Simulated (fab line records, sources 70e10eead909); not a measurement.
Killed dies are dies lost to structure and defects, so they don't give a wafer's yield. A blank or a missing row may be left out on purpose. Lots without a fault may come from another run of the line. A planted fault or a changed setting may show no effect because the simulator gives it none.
fab line records | flow nand_harc
record lots=7 wafers=21 last_day=32
route steps=1302 shown A_STAIRCASE@650
lots that met no fault: from a run of the same line without faults
start_h: hours from the record's first day to the start of the lot's first wafer shown | wait_h: hours since the lot's step before | " the same as in the row above | L1.1+2: a row that stands for several wafers | - no value, or no start given | * or withheld: withheld | < > ~ a bound
route shown NAME@n: a module of which the file shows steps, and the number in the route of the first | usual: mean/standard deviation of fault-free wafers | same: alike in all rows | chamber/n: place in a boat | sites: the reading at each site | _std_site: their standard deviation | _edge_site: outer sites' mean less inner sites' | radius_mm: how far each site lies from the wafer's centre | mask NAME#n: copy n | behind: the tool/chamber that last shaped the wafer | hold: why the lot was held/for how many hours/how that ended | device: the transistor (n, p or np) that didn't switch | end of line: the same wafers' tests at the end of the route | a step without rows: its recipe alone | killed: dies lost to structure and defects at the first sort, not the wafer's yield | map: a wafer's dies, x killed, . not, _ none there
set.NAME: the setting as run; set.NAME@STEP: as run at that earlier step | model.NAME: the simulator's own value behind a step, which no gauge read
lots at some steps of the route; a table a step, a row a wafer
services: from which hour (start_h, from the record's first day; less than 0 if before it) a tool's chamber was out of use, for how many hours, and why
## steps
# step NHARC_A_STAIRCASE_DESCUM_168
# recipe time_s=3 o2_flow_sccm=200 ar_flow_sccm=0 bias_power_w=0 chemistry=O2
# usual drypump_motor_current_A=5.80/0.24 mfc_ar_sccm=0.010/0.015 oes_product_au=1.000/0.015 rf_vpp_V=57.8/0.85 showerhead_plenum_p_Torr=1.90/0.062 throttle_valve_pct=11.311/0.009
# columns lot.wafer tool chamber start_h wait_h drypump_motor_current_A mfc_ar_sccm oes_product_au rf_hours_counter_h rf_vpp_V showerhead_plenum_p_Torr throttle_valve_pct
L706.4 rie_diel-05 3 354.82 - 5.77 0.039 0.983 36 57.6 1.85 11.314
L706.3 " 1 " " 6.03 0 1.009 44 56.6 1.80 11.308
L706.2 " 2 " " 6.06 0.000 1.007 38 57.2 1.90 11.301
L710.4 rie_diel-05 3 403.14 - 5.74 0.039 0.983 55 57.9 1.85 11.311
L710.3 " 0 " " 5.44 0.014 0.971 60 57.6 1.87 11.295
L710.5 " 1 " " 6.05 0 1.010 - 58.5 1.79 11.297
L718.2 rie_diel-04 0 471.17 - 5.96 0 1.012 32 56.3 1.92 11.306
L718.6 " 1 " " 5.61 0.001 0.995 - 58.4 1.96 11.309
L718.5 " 2 " " 6.23 0.038 1.011 - 58.1 2.01 11.313
L720.4 rie_diel-04 1 493.18 - 5.58 0.001 1.005 34 56.1 1.95 11.308
L720.5 " 2 " " 6.25 0.038 1.005 - 58.9 2.01 11.313
L720.6 " 3 " " 5.53 0 1.020 - 57.6 1.87 11.311
L719.1 rie_diel-04 2 493.22 - 6.26 0.038 1.004 38 58.6 2.01 11.325
L719.2 " 3 " " 5.53 0 1.018 41 57.8 1.87 11.317
L719.5 " 1 " " 5.57 0.001 0.994 - 58.9 1.95 11.301
L726.1 rie_diel-12 0 562.17 - 5.84 0 1.000 33 57.0 1.83 11.325
L726.4 " 3 " " 5.57 0 0.968 31 55.8 1.80 11.320
L726.5 " 1 " " 5.85 0 1.015 - 58.8 1.90 11.326
L727.3 rie_diel-05 3 562.41 - 5.77 0.039 1.008 53 56.9 1.83 11.317
L727.6 " 3 " " 5.79 0.039 1.003 - 58.5 1.83 11.321
L727.5 " 0 " " 5.39 0.014 0.976 - 58.3 1.85 11.306
# step NHARC_A_STAIRCASE_ETCH_169
# recipe target_depth_a=500 time_s=107.1 ion_energy_ev=120 ch3f_flow_sccm=50 o2_flow_sccm=30 ar_flow_sccm=200 rf_w=500 bias_w=100 chemistry=CH3F/O2
# usual bias_w=99.97/0.28 drypump_motor_current_A=5.80/0.24 mfc_ar_sccm=200.0/0.57 oes_product_au=0.958/0.02 rf_vpp_V=244.1/1.4 showerhead_plenum_p_Torr=2.43/0.078 throttle_valve_pct=20.664/0.0099
# columns lot.wafer tool chamber start_h wait_h bias_w drypump_motor_current_A mfc_ar_sccm oes_product_au rf_hours_counter_h rf_vpp_V showerhead_plenum_p_Torr throttle_valve_pct
L706.4 rie_diel-05 3 354.90 0.1 100.24 5.77 199.5 0.941 36 244.1 2.38 20.673
L706.2 " 0 " " 99.99 5.39 199.7 0.958 43 243.9 2.41 20.671
L706.3 " 1 " " 99.54 6.07 199.2 0.990 44 242.4 2.32 20.649
L710.3 rie_diel-05 3 403.23 0.1 99.59 5.76 199.8 0.951 55 244.9 2.38 20.648
L710.4 " 0 " " 99.40 5.42 199.3 0.941 60 241.7 2.40 20.678
L710.5 " 2 " " 100.10 6.07 199.8 0.972 - 244.4 2.44 20.675
L718.2 rie_diel-04 1 471.26 0.1 99.01 5.57 200.4 0.967 29 243.8 2.51 20.656
L718.6 " 2 " " 99.65 6.25 199.7 0.976 - 246.9 2.58 20.681
L718.5 " 3 " " 99.78 5.56 201.2 0.997 - 243.6 2.41 20.655
L720.4 rie_diel-04 3 493.27 0.1 100.04 5.56 200.6 0.956 41 243.4 2.41 20.678
L720.6 " 2 " " 100.24 6.26 199.1 0.950 - 245.3 2.57 20.674
L720.5 " 3 " " 99.99 5.55 200.6 0.959 - 244.6 2.41 20.648
L719.2 rie_diel-04 2 493.31 0.1 99.87 6.27 200.3 0.956 38 247.2 2.57 20.667
L719.1 " 1 " " 100.67 5.59 199.3 0.946 34 245.1 2.51 20.653
L719.5 " 2 " " 100.15 6.23 200.2 0.952 - 247.3 2.57 20.656
L726.1 rie_diel-12 3 562.26 0.1 99.87 5.59 200.8 0.958 31 241.7 2.32 20.670
L726.4 " 1 " " 99.91 5.83 199.4 0.966 36 244.8 2.44 20.656
L726.5 " 0 " " 99.68 5.86 200.3 0.961 - 243.0 2.35 20.670
L727.3 rie_diel-05 3 562.99 0.6 99.91 5.73 199.7 0.930 53 242.1 2.36 20.653
L727.5 " 2 " " 100.21 6.09 199.8 0.944 - 244.6 2.41 20.661
L727.6 " 3 " " 100.15 5.77 199.6 0.927 - 242.4 2.36 20.675
# step NHARC_A_STAIRCASE_ETCH_170
# recipe target_depth_a=2000 time_s=66.667 ion_energy_ev=250 c4f6_flow_sccm=25 o2_flow_sccm=20 ar_flow_sccm=500 rf_w=600 bias_w=500 chemistry=C4F6/O2
# usual bias_w=499.9/1.5 c4f6_flow_sccm=24.99/0.066 drypump_motor_current_A=5.82/0.24 mfc_ar_sccm=500.1/1.3 oes_product_au=0.976/0.017 rf_vpp_V=546.3/2.6 showerhead_plenum_p_Torr=3.89/0.12 throttle_valve_pct=26.904/0.0098
# columns lot.wafer tool chamber start_h wait_h bias_w c4f6_flow_sccm drypump_motor_current_A mfc_ar_sccm oes_product_au rf_hours_counter_h rf_vpp_V showerhead_plenum_p_Torr throttle_valve_pct
L706.3 rie_diel-05 2 - - 497.0 25.02 6.05 502.7 0.991 38 545.6 3.90 26.893
L706.2 " 3 " " 501.0 24.94 5.78 499.9 0.957 36 543.4 3.81 26.905
L706.4 " 0 " " 501.8 24.93 5.42 498.3 0.954 43 546.1 3.85 26.900
L710.3 rie_diel-05 2 - - 498.7 24.97 6.11 500.7 0.995 55 546.5 3.89 26.915
L710.4 " 0 " " 500.8 25.05 5.43 498.9 0.960 60 545.9 3.84 26.903
L710.5 " 2 " " 501.4 24.90 6.08 501.8 0.990 - 546.2 3.89 26.921
L718.2 rie_diel-04 1 - - 500.0 25.07 5.56 498.3 0.969 29 548.0 4.00 26.901
L718.5 " 1 " " 498.7 25.07 5.61 501.7 0.967 - 549.0 4.00 26.897
L718.6 " 2 " " 499.5 25.06 6.21 501.4 0.982 - 551.9 4.10 26.923
L720.4 rie_diel-04 2 - - 498.5 25.09 6.28 500.5 0.985 38 550.5 4.10 26.912
L720.5 " 1 " " 498.1 25.07 5.57 501.3 0.956 - 547.2 4.00 26.918
L720.6 " 2 " " 497.2 25.03 6.27 500.1 0.986 - 550.5 4.10 26.914
L719.2 rie_diel-04 2 - - 500.3 24.86 6.24 499.9 0.993 38 552.1 4.10 26.905
L719.1 " 0 " " 497.6 24.98 5.95 500.6 0.987 37 545.6 3.94 26.921
L719.5 " 2 " " 499.0 24.93 6.25 501.2 0.983 - 549.3 4.10 26.903
L726.4 rie_diel-12 0 - - 497.7 24.98 5.85 499.1 0.970 33 543.7 3.77 26.908
L726.1 " 1 " " 498.7 24.97 5.83 499.5 0.985 36 546.1 3.90 26.907
L726.5 " 0 " " 500.9 24.88 5.88 497.7 0.977 - 543.0 3.77 26.889
L727.3 rie_diel-05 1 - - 502.0 25.10 6.08 502.0 0.945 54 540.4 3.67 26.912
L727.6 " 2 " " 502.2 25.04 6.13 503.1 0.962 - 545.7 3.85 26.927
L727.5 " 3 " " 499.6 25.15 5.77 503.1 0.965 - 543.6 3.77 26.917
# step NHARC_A_STAIRCASE_STRIP_171
# recipe power_w=1500 temp_c=250 chemistry=O2
# usual drypump_motor_current_A=5.8/0.58 heater_power_w=319/23
# columns lot.wafer tool chamber start_h wait_h drypump_motor_current_A heater_power_w rf_hours_counter_h
L706.2 plasma_asher-01 0 355.18 - 6.5 306 1
L706.4 " 1 " " 5.1 315 -
L706.3 " 0 " " 6.5 291 -
L710.3 plasma_asher-01 0 403.53 - 6.5 292 -
L710.4 " 1 " " 5.0 309 -
L710.5 " 0 " " 6.5 299 -
L718.2 plasma_asher-01 1 471.51 - 5.1 313 25
L718.6 " 0 " " 6.5 296 -
L718.5 " 1 " " 5.1 314 -
L720.4 plasma_asher-01 1 493.58 - 5.0 317 -
L720.6 " 1 " " 5.0 307 -
L720.5 " 0 " " 6.5 301 -
L719.2 plasma_asher-01 0 493.76 - 6.5 284 30
L719.1 " 1 " " 5.0 315 30
L719.5 " 1 " " 5.0 313 -
L726.1 plasma_asher-02 1 562.49 - 5.7 355 27
L726.4 " 0 " " 6.0 342 -
L726.5 " 0 " " 6.0 332 -
L727.3 plasma_asher-01 1 563.36 - 5.1 323 -
L727.6 " 0 " " 6.5 288 -
L727.5 " 1 " " 5.1 321 -
# step NHARC_A_STAIRCASE_STRIP_172
# recipe time_s=900 temp_c=130 chemistry=SPM
# step NHARC_A_STAIRCASE_PRECLEAN_173
# recipe time_s=* temp_c=50 bath_age_min=0 chemistry=SC1
# step NHARC_A_STAIRCASE_SRD_174
# step NHARC_A_STAIRCASE_DEHYDRATE_01
# recipe temp_c=150 time_s=120
# step NHARC_A_STAIRCASE_HMDS_02
# recipe time_s=30
# step NHARC_A_STAIRCASE_COAT_03
# recipe spin_rpm=1200
# step NHARC_A_STAIRCASE_SOFTBAKE_04
# recipe temp_c=135 time_s=170
# step NHARC_A_STAIRCASE_EBR_05
# step NHARC_A_STAIRCASE_EXPOSE_06
# recipe na=0.5 dose_mj=25.43 mask_id=STAIR
# usual exposure_dose_mJ_cm2=25.426/0.025 focus_offset_nm=-0.1/0.59
# columns lot.wafer tool chamber start_h wait_h mask exposure_dose_mJ_cm2 focus_offset_nm
L706.2 krf_scanner-02 0 356.15 - STAIR#0 25.376 -0.6
L706.3 " 0 " " STAIR#0 25.411 -0.5
L706.4 " 0 " " STAIR#0 25.430 0.3
L710.3 krf_scanner-01 0 404.59 - STAIR#0 25.414 0.4
L710.4 " 0 " " STAIR#0 25.415 -0.1
L710.5 " 0 " " STAIR#0 25.419 0.6
L718.2 krf_scanner-02 - 472.61 - STAIR#0 - -
L718.5 " - " " STAIR#0 - -
L718.6 " - " " STAIR#0 - -
L720.4 krf_scanner-01 - 494.63 - STAIR#0 - -
L720.5 " - " " STAIR#0 - -
L720.6 " - " " STAIR#0 - -
L719.1 krf_scanner-02 - 494.90 - STAIR#0 - -
L719.2 " - " " STAIR#0 - -
L719.5 " - " " STAIR#0 - -
L726.1 krf_scanner-03 0 563.51 - STAIR#0 25.421 -0.1
L726.4 " 0 " " STAIR#0 25.428 0.3
L726.5 " 0 " " STAIR#0 25.465 0.2
L727.3 krf_scanner-02 0 564.37 - STAIR#0 25.478 -1.0
L727.5 " 0 " " STAIR#0 25.428 0.3
L727.6 " 0 " " STAIR#0 25.454 -0.9
# step NHARC_A_STAIRCASE_PEB_07
# recipe peb_temp_c=115 peb_time_s=130
## services
# columns tool chamber start_h hours kind
rie_diel-04 0 335.84 - clean
rie_diel-04 1 335.84 - clean
rie_diel-04 2 335.84 - clean
krf_scanner-01 - 339.44 10.1 repair
krf_scanner-02 - 339.48 0.2 repair
plasma_asher-01 - 342.26 9.0 pm
rie_diel-04 - 355.26 9.0 pm
plasma_asher-01 - 384.00 0.6 repair
krf_scanner-03 - 396.55 4.0 pm
rie_diel-05 - 406.62 9.0 pm
plasma_asher-02 - 426.00 9.0 pm
rie_diel-05 1 434.90 8.5 repair
rie_diel-12 1 436.89 4.7 repair
krf_scanner-02 - 438.00 4.0 pm
rie_diel-12 - 447.69 9.0 pm
krf_scanner-03 - 450.82 0.3 repair
krf_scanner-02 - 475.51 1.7 repair
krf_scanner-01 - 484.00 4.0 pm
rie_diel-05 0 488.97 8.7 repair
krf_scanner-03 - 492.54 2.4 repair
plasma_asher-01 - 512.78 0.7 repair
plasma_asher-01 - 519.26 9.0 pm
rie_diel-04 - 532.26 9.0 pm
plasma_asher-02 - 559.28 1.2 repair
## key
first_sign step=NHARC_A_STAIRCASE_EXPOSE_06 reading=tool_record direction=missing
effect none on later readings
met_at NHARC_A_STAIRCASE_EXPOSE_06
struck_wafers L718.2,L718.5,L718.6,L719.1,L719.2,L719.5,L720.4,L720.5,L720.6
later_rows_left_out L718.2,L718.5,L718.6,L719.1,L719.2,L719.5,L720.4,L720.5,L720.6
sort_left_out L718.2,L718.5,L718.6,L719.1,L719.2,L719.5,L720.4,L720.5,L720.6
tester_left_out L718,L719,L720
onset_between 404.59 472.61
fault kind=skipped_step_whole tool=krf_scanner-01,krf_scanner-02 chamber=- onset_h=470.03 steps=NHARC_A_STAIRCASE_EXPOSE_06 scope=struck_lots_only
# tester_left_out: of these lots the tester's yield and bins aren't shown, on N5 and GAA mostly nor the transistor test; their killed dies are dies lost to structure and defects alone, not to doping, threshold or leakage, so they don't give the yield
# sort_left_out: the simulated sort isn't trusted on such a fault, so these wafers' sort isn't shown, and their yield isn't known
# later_rows_left_out: the simulator's readings of these wafers behind a module that went badly wrong aren't trusted and aren't shown, but for the sort
